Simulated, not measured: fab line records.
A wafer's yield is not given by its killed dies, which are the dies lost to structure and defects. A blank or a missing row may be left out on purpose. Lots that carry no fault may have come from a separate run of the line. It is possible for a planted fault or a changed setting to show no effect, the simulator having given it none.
Problem report, 8D (eight disciplines) form, completed by code + flow n5Finfet + the parts of the form that need people (team, actions taken, sign-off) are left out

1. WHAT WENT WRONG
A mean of 44.5 s is read at N5_BEOL_M8_ETCH_61 for etchRfOnTimeS, taken on 1 wafer of 1 lot, against 75.7 s (standard deviation 2.6) on wafers free of any fault. Measured from the usual mean, that is -12 standard deviations.
The step: etches SiARC in CF4, target depth 45.5 nm, time 75.8 s.
First observed at day 10 13:19: wafer L540.4, on rieDiel-04. The record holds 30 wafers of 13 lots with a number at this step. Rule for "out", or "out of limits": more than 4 standard deviations from the usual mean. All remaining wafers that have a number are taken as sound.

2. WHAT IT IS, AND WHAT IT ISN'T
| question                    | is                | is not                                                                                                   |
|-----------------------------|-------------------|----------------------------------------------------------------------------------------------------------|
| which readings at this step | etchRfOnTimeS     | biasW, drypumpMotorCurrentA, rfVppV, showerheadPlenumPTorr, throttleValvePct                             |
| which lots                  | L540              | L534, L535, L536, L537, L538, L542, L548, L549, L550, L553, L555, L556                                   |
| which wafers of those lots  | L540.4            | L540.3                                                                                                   |
| read on which tools         | rieDiel-04        | rieDiel-03, rieDiel-05                                                                                   |
| when                        | from day 10 13:19 | up to then (13 sound wafers); but 16 sound wafers of L542, L548, L549, L550, L553, L555, L556 came after |

3. THE SUSPECTS, EACH WITH WHAT RULES IT OUT
Counting: if a tool at a process step up to the reading ran every lot that is out, it stays a suspect. Sound lots after the first of them don't rule it out here, since some wafers of a struck lot are sound.
- pecvd-03 at N5_BEOL_M8_PECVD_70 (deposits SiO2 from TEOS/O2, target thk 20 nm, time 22.7 s): kept. It ran the lot that is out, L540 (day 10 12:07).
- rieDiel-04 at N5_BEOL_M8_ETCH_61 (etches SiARC in CF4, target depth 45.5 nm, time 75.8 s): kept. L540, the lot that is out, went through it at day 10 13:19; up to then, the latest sound lot through it was L537 at day 9 21:23. Its own etchRfOnTimeS readings are out on those wafers.
- The sound lot-mates ran in chamber 2 of pecvd-03 at N5_BEOL_M8_PECVD_70, but the wafers that are out ran in chamber 0.
- The sound lot-mates ran in chamber 1 of rieDiel-04 at N5_BEOL_M8_ETCH_61, but the wafers that are out ran in chamber 0.
What counting leaves: pecvd-03 at N5_BEOL_M8_PECVD_70 and rieDiel-04 at N5_BEOL_M8_ETCH_61.

4. THE CAUSE (what the simulator had put in)
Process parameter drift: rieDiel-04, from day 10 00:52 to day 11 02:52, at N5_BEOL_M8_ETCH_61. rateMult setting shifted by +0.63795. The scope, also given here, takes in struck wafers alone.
This tool is one of the 2 suspects left after counting.

5. SEQUENCE OF EFFECTS, ordered by route
Each row: a reading whose mean over the struck wafers that have a number lies more than 3 standard deviations from the usual. Scope: only readings with a usual standard deviation given in the record; hours: median across lots of the time from each lot's start at the first step in this table that gives one to its start at this step; sigmas: change in usual standard deviations.
| hours | step               | reading       | usual     | on struck wafers | change | sigmas |
|-------|--------------------|---------------|-----------|------------------|--------|--------|
| 0     | N5_BEOL_M8_ETCH_61 | etchRfOnTimeS | 75.7 s    | 44.5             | -31.2  | -12    |
| 0     | N5_BEOL_M8_ETCH_61 | oesProductAu  | 0.69 a.u. | 0.97             | +0.28  | +3.8   |
Process steps it contains:
- N5_BEOL_M8_ETCH_61: etches SiARC in CF4, target depth 45.5 nm, time 75.8 s.

6. WHAT WOULD HAVE CAUGHT IT SOONER
The fault began at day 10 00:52; the first out-of-limits reading in this record came at day 10 13:19, 12 hours later.
